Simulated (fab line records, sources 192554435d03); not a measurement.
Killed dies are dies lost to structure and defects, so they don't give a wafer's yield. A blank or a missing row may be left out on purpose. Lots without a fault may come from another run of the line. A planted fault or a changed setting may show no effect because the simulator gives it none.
fab line records | flow n5_finfet | part 2 of 2: steps 5 to 6 of 6
record lots=24 wafers=72 last_day=18
route steps=1938 shown BEOL_M0_SAQP@634
lots that met no fault: from a run of the same line without faults
start_h: hours from the record's first day to the start of the lot's first wafer shown | wait_h: hours since the lot's step before | " the same as in the row above | L1.1+2: a row that stands for several wafers | - no value, or no start given | * or withheld: withheld | < > ~ a bound
route shown NAME@n: a module of which the file shows steps, and the number in the route of the first | usual: mean/standard deviation of fault-free wafers | same: alike in all rows | chamber/n: place in a boat | sites: the reading at each site | _std_site: their standard deviation | _edge_site: outer sites' mean less inner sites' | radius_mm: how far each site lies from the wafer's centre | mask NAME#n: copy n | behind: the tool/chamber that last shaped the wafer | hold: why the lot was held/for how many hours/how that ended | device: the transistor (n, p or np) that didn't switch | end of line: the same wafers' tests at the end of the route | a step without rows: its recipe alone | killed: dies lost to structure and defects at the first sort, not the wafer's yield | map: a wafer's dies, x killed, . not, _ none there
set.NAME: the setting as run; set.NAME@STEP: as run at that earlier step | model.NAME: the simulator's own value behind a step, which no gauge read
steps of the route over a sample of lots; a table a step, a row a wafer
services: from which hour (start_h, from the record's first day; less than 0 if before it) a tool's chamber was out of use, for how many hours, and why
## steps
# step N5_BEOL_M0_SAQP_CD_MEAS_40
# recipe target_cd_nm=30 landing_energy_ev=500 detector=se_inlens
# usual cd_nm=30.00/0.24
# columns lot.wafer tool chamber start_h wait_h cd_nm
L074.1 cd_sem-01 0 115.03 - 30.02
L074.3 " 0 " " 30.01
L074.6 " 0 " " 30.44
L075.1 cd_sem-02 0 124.00 - 29.90
L075.4 " 0 " " 29.74
L075.5 " 0 " " 30.10
L076.2 cd_sem-02 0 141.13 - 29.63
L076.3 " 0 " " 29.74
L076.6 " 0 " " 29.62
L077.1 cd_sem-03 0 143.58 - 29.77
L077.2 " 0 " " 29.94
L077.4 " 0 " " 29.91
L078.1 cd_sem-03 0 145.79 - 30.17
L078.2 " 0 " " 30.09
L078.6 " 0 " " 30.20
L079.1 cd_sem-01 0 151.78 - 30.01
L079.3 " 0 " " 30.56
L079.5 " 0 " " 30.18
L080.2 cd_sem-03 0 153.74 - 29.76
L080.3 " 0 " " 29.90
L080.4 " 0 " " 29.98
L081.1 cd_sem-01 0 156.55 - 30.05
L081.3 " 0 " " 29.82
L081.6 " 0 " " 29.65
L082.2 cd_sem-02 0 159.81 - 30.22
L082.3 " 0 " " 30.42
L082.6 " 0 " " 29.50
L083.3 cd_sem-01 0 163.11 - 30.42
L083.4 " 0 " " 29.64
L083.5 " 0 " " 30.15
L084.1 cd_sem-03 0 173.45 - 29.85
L084.2 " 0 " " 30.09
L084.5 " 0 " " 30.24
L085.2 cd_sem-01 0 180.61 - 30.00
L085.5 " 0 " " 29.76
L085.6 " 0 " " 29.73
L086.1 cd_sem-03 0 185.51 - 29.90
L086.2 " 0 " " 30.04
L086.5 " 0 " " 29.95
L087.2 cd_sem-01 0 188.85 - 30.20
L087.4 " 0 " " 30.13
L087.6 " 0 " " 30.19
L088.1 cd_sem-01 0 193.62 - 29.62
L088.5 " 0 " " 29.89
L088.6 " 0 " " 29.85
L089.2 cd_sem-01 0 205.51 - 29.74
L089.4 " 0 " " 30.34
L089.6 " 0 " " 30.13
L090.1 cd_sem-03 0 213.22 - 30.35
L090.2 " 0 " " 30.38
L090.6 " 0 " " 29.90
L091.4 cd_sem-01 0 217.26 - 29.79
L091.5 " 0 " " 30.05
L091.6 " 0 " " 29.64
L092.1 cd_sem-01 0 221.86 - 29.98
L092.2 " 0 " " 30.22
L092.4 " 0 " " 29.65
L093.1 cd_sem-01 0 228.44 - 30.14
L093.3 " 0 " " 30.06
L093.4 " 0 " " 30.24
L095.2 cd_sem-02 0 243.15 - 29.89
L095.4 " 0 " " 30.03
L095.5 " 0 " " 30.06
L094.1 cd_sem-01 0 245.13 - 30.09
L094.3 " 0 " " 30.09
L094.6 " 0 " " 29.97
L096.1 cd_sem-03 0 246.02 - 29.69
L096.4 " 0 " " 30.49
L096.5 " 0 " " 30.21
L097.1 cd_sem-02 0 250.52 - 29.88
L097.4 " 0 " " 30.17
L097.6 " 0 " " 29.96
# step N5_BEOL_M0_SAQP_STRIP_75
# recipe chemistry=CF4 resist=SiARC power_w=300 bias_power_w=75 pressure_mtorr=50 cf4_flow_sccm=150 rf_frequency_hz=6e+07
# usual drypump_motor_current_A=5.8/0.46 oes_product_au=0.183/0.021 rf_vpp_V=271.8/1.4 showerhead_plenum_p_Torr=1.82/0.049 throttle_valve_pct=13.5/0.32
# columns lot.wafer tool chamber start_h wait_h drypump_motor_current_A oes_product_au rf_hours_counter_h rf_vpp_V showerhead_plenum_p_Torr throttle_valve_pct
L074.1 rie_diel-04 2 116.29 0.1 5.7 0.172 133 274.6 1.87 13.9
L074.3 " 0 " " 5.6 0.175 163 273.4 1.78 13.8
L074.6 " 0 " " 5.6 0.170 - 272.0 1.78 13.8
L075.1 rie_diel-02 0 125.34 0.1 5.1 0.170 182 270.1 1.77 13.9
L075.4 " 2 " " 6.6 0.230 5 272.8 1.84 13.0
L075.5 " 3 " " 6.6 0.220 - 273.8 1.89 13.3
L076.2 rie_diel-03 2 142.32 0.1 5.0 0.184 90 270.2 1.81 13.7
L076.3 " 0 " " 5.9 0.181 149 272.0 1.79 13.6
L076.6 " 1 " " 6.0 0.178 - 269.5 1.72 13.7
L077.1 rie_diel-02 0 144.88 0.1 5.1 0.163 188 270.9 1.77 13.9
L077.2 " 2 " " 6.6 0.216 11 271.6 1.84 13.0
L077.4 " 1 " " 5.4 0.201 50 272.1 1.82 13.2
L078.1 rie_diel-04 1 146.87 0.1 6.3 0.163 178 272.4 1.86 13.4
L078.2 " 2 " " 5.7 0.170 141 272.3 1.86 13.9
L078.6 " 2 " " 5.7 0.172 - 272.7 1.86 13.9
L079.1 rie_diel-04 0 152.86 0.1 5.6 0.167 173 271.4 1.78 13.9
L079.3 " 2 " " 5.7 0.176 142 271.6 1.86 13.9
L079.5 " 3 " " 5.7 0.156 - 273.5 1.84 13.5
L080.2 rie_diel-02 2 154.86 0.1 6.6 0.215 14 273.0 1.84 13.0
L080.3 " 0 " " 5.1 0.164 191 272.3 1.77 13.8
L080.4 " 1 " " 5.4 0.197 54 271.4 1.82 13.2
L081.1 rie_diel-02 3 157.59 0.1 6.6 0.213 22 271.7 1.89 13.3
L081.3 " 1 " " 5.4 0.198 55 272.8 1.82 13.2
L081.6 " 3 " " 6.6 0.209 - 273.6 1.89 13.3
L082.2 rie_diel-03 2 160.95 0.1 5.0 0.188 97 273.0 1.81 13.7
L082.3 " 3 " " 5.6 0.212 27 272.5 1.90 13.2
L082.6 " 3 " " 5.6 0.200 - 273.8 1.90 13.2
L083.3 rie_diel-04 3 164.33 0.1 5.7 0.160 246 273.6 1.84 13.6
L083.4 " 2 " " 5.7 0.166 147 272.0 1.86 13.9
L083.5 " 2 " " 5.7 0.167 - 273.4 1.86 13.9
L084.1 rie_diel-04 2 175.05 0.1 5.7 0.173 149 272.1 1.86 13.9
L084.2 " 0 " " 5.6 0.166 179 270.4 1.78 13.9
L084.5 " 1 " " 6.3 0.168 - 272.1 1.86 13.4
L085.2 rie_diel-03 0 182.90 0.1 5.9 0.174 163 269.9 1.79 13.6
L085.5 " 2 " " 5.0 0.189 - 271.4 1.81 13.7
L085.6 " 1 " " 6.0 0.175 - 267.5 1.72 13.8
L086.1 rie_diel-03 2 187.01 0.1 5.0 0.187 104 270.9 1.81 13.7
L086.2 " 1 " " 6.0 0.178 172 270.5 1.72 13.8
L086.5 " 2 " " 5.0 0.185 - 272.3 1.81 13.7
L087.2 rie_diel-02 1 190.82 0.1 5.4 0.187 66 271.2 1.81 13.2
L087.4 " 0 " " 5.1 0.159 - 270.3 1.76 13.9
L087.6 " 1 " " 5.4 0.195 - 271.3 1.81 13.2
L088.1 rie_diel-04 1 194.79 0.1 6.3 0.167 195 273.7 1.85 13.4
L088.5 " 0 " " 5.6 0.166 - 270.7 1.77 13.9
L088.6 " 1 " " 6.3 0.168 - 271.8 1.85 13.4
L089.2 rie_diel-02 0 206.54 0.1 5.1 0.159 208 270.8 1.76 13.9
L089.4 " 2 " " 6.6 0.199 31 272.8 1.84 13.1
L089.6 " 1 " " 5.4 0.193 - 271.7 1.81 13.2
L090.1 rie_diel-04 0 214.74 0.1 5.6 0.167 194 273.2 1.77 13.9
L090.2 " 1 " " 6.3 0.176 202 272.4 1.85 13.4
L090.6 " 3 " " 5.7 0.229 - 273.3 1.84 13.0
L091.4 rie_diel-04 2 218.39 0.1 5.7 0.166 166 272.6 1.86 13.9
L091.5 " 2 " " 5.7 0.167 - 272.5 1.86 13.9
L091.6 " 3 " " 5.8 0.226 - 272.8 1.84 13.0
L092.1 rie_diel-04 0 222.94 0.1 5.6 0.163 196 270.5 1.77 13.9
L092.2 " 3 " " 5.8 0.225 8 272.5 1.84 13.0
L092.4 " 1 " " 6.3 0.166 203 271.7 1.85 13.5
L093.1 rie_diel-03 1 229.60 0.1 6.0 0.173 184 269.7 1.71 13.8
L093.3 " 3 " " 5.7 0.199 50 273.6 1.89 13.2
L093.4 " 2 " " 5.1 0.183 118 271.4 1.80 13.7
L095.2 rie_diel-03 0 244.57 0.1 5.9 0.179 180 272.1 1.79 13.7
L095.4 " 3 " " 5.6 0.198 54 274.6 1.89 13.3
L095.5 " 1 " " 6.0 0.173 - 268.2 1.71 13.8
L094.1 rie_diel-02 0 246.16 0.1 5.1 0.158 220 271.6 1.76 13.9
L094.3 " 3 " " 6.6 0.207 48 274.1 1.88 13.4
L094.6 " 2 " " 6.6 0.190 - 271.8 1.83 13.1
L096.1 rie_diel-04 0 247.05 0.1 5.6 0.169 203 271.4 1.77 13.9
L096.4 " 2 " " 5.7 0.165 173 273.2 1.85 14.0
L096.5 " 0 " " 5.6 0.165 - 269.2 1.77 13.9
L097.1 rie_diel-04 3 251.62 0.1 5.8 0.224 16 272.3 1.84 13.0
L097.4 " 2 " " 5.7 0.167 175 272.6 1.85 13.9
L097.6 " 2 " " 5.7 0.170 - 271.7 1.85 14.0
## services
# columns tool chamber start_h hours kind
rie_diel-02 2 87.28 - clean
rie_diel-02 2 87.28 - consumable_replace:focus_ring
rie_diel-02 2 87.28 19.8 scheduled_down
rie_diel-02 2 87.28 19.8 vent_cycle
ald_sin-02 0 99.25 - clean
ald_sin-02 1 99.25 - clean
ald_sin-02 2 99.25 - clean
ald_sin-02 3 99.25 - clean
ald_sin-03 2 102.83 8.4 repair
ald_sin-02 - 113.32 0.2 repair
pvd_sputter-03 - 134.43 3.8 repair
pvd_sputter-02 - 138.49 1.9 repair
pvd_sputter-03 - 149.97 2.2 repair
rie_diel-03 - 163.99 0.5 repair
rie_diel-03 2 175.88 5.3 repair
ald_sin-04 - 176.75 14.0 pm
ald_sin-04 0 176.75 14.0 vent_cycle
rie_diel-04 3 179.20 - clean
rie_diel-04 3 179.20 - consumable_replace:focus_ring
rie_diel-04 3 179.20 17.8 scheduled_down
rie_diel-04 3 179.20 17.8 vent_cycle
rie_diel-02 3 190.09 4.6 repair
ald_sin-04 3 217.49 9.3 repair
rie_diel-03 0 236.50 2.5 repair
